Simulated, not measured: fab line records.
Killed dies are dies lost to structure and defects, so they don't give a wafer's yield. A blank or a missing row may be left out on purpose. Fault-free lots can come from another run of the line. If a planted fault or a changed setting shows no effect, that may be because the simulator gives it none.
Which tool did it? -- flow n5 finfet -- Sampling: 23 lots, 69 wafers, 5 of 1938 route steps

== WHAT THE GAUGES SHOWED, per wafer ==
N5_BEOL_M0_SAQP_CD_MEAS_40: target cd 30 nm.
lot,measured,on,cd nm (nm)
L074,day 5 14:25,cd sem-02,30.15 29.96 29.66
L075,day 5 23:50,cd sem-01,29.98 29.57 29.65
L076,day 6 04:15,cd sem-01,29.87 30.84 30.35
L077,day 6 11:24,cd sem-03,29.77 29.91 30.17
L079,day 6 23:01,cd sem-01,30.14 30.08 30.09
L080,day 7 02:55,cd sem-03,29.75 30.23 30.10
L081,day 7 11:20,cd sem-01,30.14 30.06 30.31
L082,day 7 16:08,cd sem-02,30.17 29.53 29.95
L083,day 8 03:17,cd sem-02,29.72 29.81 29.49
L084,day 8 05:40,cd sem-01,30.11 29.61 30.22
L085,day 8 10:47,cd sem-01,30.16 30.00 29.58
L086,day 8 14:43,cd sem-01,29.90 30.09 30.28
L087,day 8 20:26,cd sem-01,29.51 30.01 29.92
L088,day 9 07:52,cd sem-01,29.74 29.72 30.17
L089,day 9 12:43,cd sem-02,30.06 30.34 30.45
L090,day 9 14:10,cd sem-01,29.99 29.69 29.84
L092,day 10 01:45,cd sem-02,30.03 29.94 29.73
L091,day 10 08:19,cd sem-01,30.19 29.77 30.19
L093,day 10 09:19,cd sem-03,29.70 30.32 30.55
L094,day 10 14:46,cd sem-03,29.33 29.95 30.34
L095,day 10 22:53,cd sem-03,30.40 30.12 29.99
L096,day 11 07:54,cd sem-01,30.31 29.73 29.97
L097,day 11 11:49,cd sem-02,29.39 29.98 29.52

N5_BEOL_M0_CUTY_INSPECT_59: inspects for defects (macro).
lot,measured,on,raw defect count
L074,day 5 15:55,defect inspect-02,1 5 2
L075,day 6 01:44,defect inspect-01,2 2 5
L076,day 6 05:37,defect inspect-01,0 3 3
L077,day 6 12:49,defect inspect-02,0 2 2
L079,day 7 00:34,defect inspect-02,4 4 4
L080,day 7 04:56,defect inspect-01,4 0 2
L081,day 7 12:56,defect inspect-01,3 5 5
L082,day 7 17:37,defect inspect-02,3 0 4
L083,day 8 04:41,defect inspect-02,1 4 0
L084,day 8 07:46,defect inspect-01,2 2 3
L085,day 8 12:22,defect inspect-01,3 4 5
L086,day 8 16:43,defect inspect-01,4 1 2
L087,day 8 21:56,defect inspect-01,4 2 1
L088,day 9 09:29,defect inspect-02,3 2 1
L089,day 9 14:17,defect inspect-02,2 2 2
L090,day 9 15:37,defect inspect-02,1 0 2
L092,day 10 03:16,defect inspect-02,0 2 2
L091,day 10 09:52,defect inspect-02,3 3 0
L093,day 10 10:48,defect inspect-02,1 1 0
L094,day 10 16:23,defect inspect-02,1 3 0
L095,day 11 00:22,defect inspect-01,3 2 2
L096,day 11 09:16,defect inspect-02,2 2 1
L097,day 11 13:28,defect inspect-02,3 4 2

== WHAT TOOL EACH LOT RAN ON (gives the tool, then ch and the chambers of the sampled wafers, and finally the start) ==
lot,N5_BEOL_M0_SAQP_SPACER2_ALD_26,N5_BEOL_M0_SAQP_DESCUM_45,N5_BEOL_M0_SAQP_ETCH_88
L074,"ald sin-02 ch 0,2,3, day 5 13:14","rie diel-03 ch 0,3, day 5 14:33","rie diel-03 ch 0,3, day 5 14:35"
L075,"ald sin-02 ch 0,3, day 5 22:47","rie diel-04 ch 0,2,3, day 6 00:08","rie diel-04 ch 0,2,3, day 6 00:11"
L076,"ald sin-02 ch 0,2,3, day 6 03:12","rie diel-03 ch 0,1,3, day 6 04:22","rie diel-03 ch 0,1,3, day 6 04:25"
L077,"ald sin-01 ch 0,1,2, day 6 10:10","rie diel-01 ch 0,2,3, day 6 11:35","rie diel-01 ch 0,2,3, day 6 11:37"
L079,"ald sin-02 ch 0,3, day 6 21:46","rie diel-04 ch 0,2,3, day 6 23:17","rie diel-04 ch 0,2,3, day 6 23:19"
L080,"ald sin-01 ch 0,2,3, day 7 01:52","rie diel-01 ch 0,1, day 7 03:11","rie diel-01 ch 0,1, day 7 03:13"
L081,"ald sin-01 ch 0,3, day 7 10:10","rie diel-01 ch 1,2,3, day 7 11:34","rie diel-01 ch 1,2,3, day 7 11:36"
L082,"ald sin-02 ch 0,2,3, day 7 14:58","rie diel-01 ch 0,2,3, day 7 16:16","rie diel-01 ch 0,2,3, day 7 16:18"
L083,"ald sin-01 ch 0,1, day 8 02:04","rie diel-03 ch 0,1,3, day 8 03:24","rie diel-03 ch 0,1,3, day 8 03:26"
L084,"ald sin-02 ch 0,1,2, day 8 04:35","rie diel-03 ch 1,2,3, day 8 05:49","rie diel-03 ch 1,2,3, day 8 05:51"
L085,"ald sin-02 ch 0,1,3, day 8 09:33","rie diel-03 ch 0,1,2, day 8 11:01","rie diel-03 ch 0,1,2, day 8 11:02"
L086,"ald sin-04 ch 0,1,3, day 8 13:40","rie diel-03 ch 2,3, day 8 15:24","rie diel-03 ch 2,3, day 8 15:26"
L087,"ald sin-01 ch 0,1, day 8 19:16","rie diel-01 ch 1,2,3, day 8 20:34","rie diel-01 ch 1,2,3, day 8 20:36"
L088,"ald sin-02 ch 0,1,2, day 9 06:48","rie diel-04 ch 0,2,3, day 9 08:00","rie diel-04 ch 0,2,3, day 9 08:02"
L089,"ald sin-02 ch 0,1,3, day 9 11:40","rie diel-01 ch 0,2, day 9 12:54","rie diel-01 ch 0,2, day 9 12:56"
L090,"ald sin-04 ch 1,2, day 9 13:06","rie diel-01 ch 1,2, day 9 14:23","rie diel-01 ch 1,2, day 9 14:26"
L092,"ald sin-01 ch 1,2,3, day 10 00:34","rie diel-03 ch 0,1,3, day 10 01:54","rie diel-03 ch 0,1,3, day 10 01:56"
L091,"ald sin-04 ch 1,2,3, day 10 07:08","rie diel-01 ch 0,1,2, day 10 08:26","rie diel-01 ch 0,1,2, day 10 08:28"
L093,"ald sin-01 ch 0,1, day 10 08:16","rie diel-01 ch 0,1,3, day 10 09:27","rie diel-01 ch 0,1,3, day 10 09:29"
L094,"ald sin-02 ch 0,3, day 10 13:37","rie diel-04 ch 0,2,3, day 10 15:02","rie diel-04 ch 0,2,3, day 10 15:04"
L095,"ald sin-02 ch 0,1,3, day 10 21:41","rie diel-01 ch 2,3, day 10 23:01","rie diel-01 ch 2,3, day 10 23:02"
L096,"ald sin-04 ch 0,1,3, day 11 06:51","rie diel-04 ch 1,2,3, day 11 08:01","rie diel-04 ch 1,2,3, day 11 08:04"
L097,"ald sin-01 ch 0,1,2, day 11 10:38","rie diel-04 ch 0,1,2, day 11 11:56","rie diel-04 ch 0,1,2, day 11 11:59"
- N5_BEOL_M0_SAQP_SPACER2_ALD_26: deposits SiO2, target thk 15 nm, pulse time 1 s, purge time 2 s.
- N5_BEOL_M0_SAQP_DESCUM_45: chemistry O2, time 7 s.
- N5_BEOL_M0_SAQP_ETCH_88: etches underlayer in N2/H2, target depth 6.5 nm, time 5.2 s.

== WHAT THE TOOLS THEMSELVES READ (means of the sampled wafers that have a number; where no wafer has one, the mark that the record gives instead) ==
N5_BEOL_M0_SAQP_SPACER2_ALD_26.
lot,tool,heater power w (W),precursor pulse height rel
L074,ald sin-02,441,0.985
L075,ald sin-02,454,0.979
L076,ald sin-02,450,0.990
L077,ald sin-01,500,1.000
L079,ald sin-02,459,0.987
L080,ald sin-01,498,0.989
L081,ald sin-01,520,0.998
L082,ald sin-02,454,1.018
L083,ald sin-01,506,0.986
L084,ald sin-02,444,1.027
L085,ald sin-02,448,0.995
L086,ald sin-04,481,0.980
L087,ald sin-01,509,0.991
L088,ald sin-02,444,1.010
L089,ald sin-02,446,1.005
L090,ald sin-04,445,0.988
L092,ald sin-01,508,0.990
L091,ald sin-04,476,0.996
L093,ald sin-01,510,1.026
L094,ald sin-02,461,1.005
L095,ald sin-02,450,0.996
L096,ald sin-04,483,1.003
L097,ald sin-01,507,1.016

N5_BEOL_M0_SAQP_DESCUM_45.
lot,tool,drypump motor current A (A),oes product au (a.u.),rf vpp V (V),showerhead plenum p Torr (Torr),temp c (C),throttle valve pct (%)
L074,rie diel-03,5.8,0.78,243.4,2.12,39.93,20.55
L075,rie diel-04,5.6,0.78,242.7,2.08,40.01,20.32
L076,rie diel-03,5.7,0.82,243.6,2.13,40.00,20.42
L077,rie diel-01,5.9,0.80,243.7,2.11,40.04,20.39
L079,rie diel-04,5.6,0.77,242.1,2.08,40.17,20.34
L080,rie diel-01,5.8,0.81,243.0,2.11,40.03,20.40
L081,rie diel-01,6.0,0.75,242.5,2.06,40.05,20.55
L082,rie diel-01,6.0,0.79,243.2,2.11,39.94,20.39
L083,rie diel-03,5.7,0.80,244.2,2.13,39.90,20.44
L084,rie diel-03,5.7,0.77,243.4,2.11,39.94,20.45
L085,rie diel-03,5.6,0.82,244.2,2.16,40.03,20.45
L086,rie diel-03,5.8,0.72,243.7,2.10,39.96,20.61
L087,rie diel-01,6.0,0.74,242.4,2.06,39.97,20.56
L088,rie diel-04,5.6,0.76,242.8,2.07,39.94,20.36
L089,rie diel-01,6.1,0.77,244.5,2.17,40.03,20.43
L090,rie diel-01,6.2,0.73,243.5,2.12,40.00,20.59
L092,rie diel-03,5.6,0.78,243.2,2.12,39.92,20.46
L091,rie diel-01,6.0,0.75,242.7,2.11,40.06,20.52
L093,rie diel-01,5.8,0.76,242.7,2.05,39.92,20.49
L094,rie diel-04,5.6,0.75,242.2,2.07,39.92,20.37
L095,rie diel-01,5.9,0.74,241.9,2.05,39.87,20.49
L096,rie diel-04,5.6,0.77,241.5,2.04,39.90,20.29
L097,rie diel-04,5.8,0.78,242.4,2.06,39.95,20.53

N5_BEOL_M0_SAQP_ETCH_88.
lot,tool,drypump motor current A (A),etch rf on time s (s),oes product au (a.u.),rf vpp V (V),showerhead plenum p Torr (Torr),throttle valve pct (%)
L074,rie diel-03,5.8,5.11,0.67,524.5,2.59,18.02
L075,rie diel-04,5.6,5.20,0.66,524.3,2.52,17.72
L076,rie diel-03,5.7,5.15,0.69,524.3,2.59,17.87
L077,rie diel-01,6.0,5.26,0.68,523.7,2.56,17.80
L079,rie diel-04,5.6,5.23,0.65,523.8,2.51,17.74
L080,rie diel-01,5.8,5.27,0.70,523.9,2.55,17.79
L081,rie diel-01,6.0,5.06,0.65,522.2,2.51,18.02
L082,rie diel-01,6.0,5.23,0.67,523.9,2.56,17.80
L083,rie diel-03,5.6,5.11,0.69,524.9,2.59,17.89
L084,rie diel-03,5.6,5.11,0.66,524.5,2.57,17.90
L085,rie diel-03,5.5,5.12,0.70,527.1,2.63,17.87
L086,rie diel-03,5.8,5.07,0.62,523.8,2.56,18.07
L087,rie diel-01,6.0,5.04,0.64,522.1,2.50,18.03
L088,rie diel-04,5.6,5.22,0.65,524.5,2.51,17.76
L089,rie diel-01,6.1,5.00,0.66,525.1,2.62,17.78
L090,rie diel-01,6.2,4.92,0.64,523.2,2.57,17.99
L092,rie diel-03,5.7,5.23,0.67,525.8,2.58,17.91
L091,rie diel-01,6.0,5.01,0.66,523.3,2.55,17.93
L093,rie diel-01,5.8,5.28,0.65,522.0,2.49,17.97
L094,rie diel-04,5.6,5.26,0.63,523.0,2.50,17.79
L095,rie diel-01,5.9,5.20,0.63,522.4,2.49,17.96
L096,rie diel-04,5.6,5.20,0.65,522.4,2.48,17.73
L097,rie diel-04,5.8,5.15,0.66,522.0,2.47,17.77

== THE ANSWER, worked out from the rows above alone ==
Rule: the usual values come from the lots themselves. Put in order of their means at a reading, lots are off if they are a third of the lots or fewer, leave a main group of 4 or more, and stand apart from it by a gap of 3 or more times the standard deviation of the main group's means; of several such gaps the widest counts. A main group whose means are all the same, to the digits that the tables above print for the reading, isn't used. Also off: a lot with no number at a reading for which 4 or more lots have one. Where the step has rows for the other lots, those lots are counted as sound. First the gauges in route order, then the tools' own readings, where a lot's mean is used as printed above. At the first step where some lot is off, the reading lying furthest off is the one used; lots without a number count as furthest.
Nothing can be told from this: no lot is off at any reading shown.

== WHAT THE SIMULATOR HAD PUT IN ==
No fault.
